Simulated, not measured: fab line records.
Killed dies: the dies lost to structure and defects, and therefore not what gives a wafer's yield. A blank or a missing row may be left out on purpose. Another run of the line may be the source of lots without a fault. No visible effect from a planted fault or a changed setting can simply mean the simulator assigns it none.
A lot that was struck, set against a sound lot -- flow n5 finfet -- 16 out of 1938 route steps
Sound: wafers L162.2, L162.3, L162.6. The struck wafers were L159.2, L159.3, L159.5. The cause is given at the end.
Each step with rows lists, per side, the tool, then ch with its chambers, then its first start. Under that, the readings that differ: sound wafers -- struck wafers -- difference of the means -- sigmas: that difference in standard deviations of wafers without a fault.
alike: readings whose means differ by less than 2 such deviations, and words and numbers that are the same on both sides. not compared: withheld readings, readings that some wafer has no value for, bounds like >300 that may hide the same value, and numbers for which the record gives no deviation and whose values overlap.
A row with sigmas, a row that says differs or no value, or rows on one side alone: a step with any of these is where the two part. Numbers that don't overlap but have no deviation are shown without sigmas and don't part them. Lack of a reading on every wafer of one side parts them only where that side has two or more wafers.

N5_BEOL_M4_SPUTTER_81: material Cu, target thk 4.5 nm, time 8.29 s.
  struck on pvd sputter-01, day 12 07:22; sound on pvd sputter-01, day 12 16:17
  alike: chamber pressure pa, chuck gas flow sccm, substrate temp c, throttle valve pct
then, 1 step without rows for these wafers: N5_BEOL_M4_ANNEAL_82 (time 240 s).
N5_BEOL_M4_SPUTTER_86: material Cu, target thk 4.5 nm, time 8.29 s.
  struck on pvd sputter-01, day 12 07:35; sound on pvd sputter-01, day 12 16:30
  alike: chamber pressure pa, chuck gas flow sccm, substrate temp c, throttle valve pct
then, 6 steps without rows for these wafers: N5_BEOL_M4_ANNEAL_87 (time 240 s); N5_BEOL_M4_SPUTTER_88 (material Cu, target thk 4.5 nm, time 8.29 s); N5_BEOL_M4_ANNEAL_89 (time 240 s); N5_BEOL_M4_SPUTTER_90 (material Cu, target thk 4.5 nm, time 8.29 s); N5_BEOL_M4_ANNEAL_91 (time 240 s); N5_BEOL_M4_SPUTTER_92 (material Cu, target thk 4.5 nm, time 8.29 s).
N5_BEOL_M4_ANNEAL_93: time 240 s.
  struck on pvd sputter-01, day 12 08:20; sound on pvd sputter-01, day 12 17:14
  alike: heater power w
N5_BEOL_M4_SPUTTER_94: material Cu, target thk 4.5 nm, time 8.29 s.
  struck on pvd sputter-01, day 12 08:28; sound on pvd sputter-01, day 12 17:23
  alike: chamber pressure pa, chuck gas flow sccm, substrate temp c, throttle valve pct
N5_BEOL_M4_ANNEAL_95: time 240 s.
  struck on pvd sputter-01, day 12 08:33; sound on pvd sputter-01, day 12 17:28
  alike: heater power w
N5_BEOL_M4_SPUTTER_96: material Cu, target thk 4.5 nm, time 8.29 s.
  struck on pvd sputter-01, day 12 08:41; sound on pvd sputter-01, day 12 17:36
  no value came back on the struck wafers for chamber pressure pa (Pa), chuck gas flow sccm (sccm), substrate temp c (C), throttle valve pct (%); on the sound wafers chamber pressure pa (Pa) reads 0.06969 0.06993 0.06998
then, 1 step without rows for these wafers: N5_BEOL_M4_ECD_50 (material Cu, target thk 300 nm).
N5_BEOL_M4_RC_MEAS_101:
  sound on prober-01 ch 0, day 12 18:58; struck on prober-02 ch 0, day 12 10:10
  alike: DIBL_N, DIBL_P, IOFF_N, IOFF_P, ION_N, ION_P, SS_N, SS_P, VT_N, VT_P
-- the record jumps here: 5 days lie between the struck wafers' starts before and after (it left off in module BEOL_M4 and takes up again in module PASSIVATION, whose first step shown is number 1936 of the route) --
N5_PASSIVATION_PROBE_49:
  rows exist in the record for the struck wafers here (prober-02, day 17 01:59), but not for the sound ones

WHERE THEY PART
At N5_BEOL_M4_SPUTTER_96 first; at N5_PASSIVATION_PROBE_49 last (within this record only).

WHY: whatever the simulator had introduced
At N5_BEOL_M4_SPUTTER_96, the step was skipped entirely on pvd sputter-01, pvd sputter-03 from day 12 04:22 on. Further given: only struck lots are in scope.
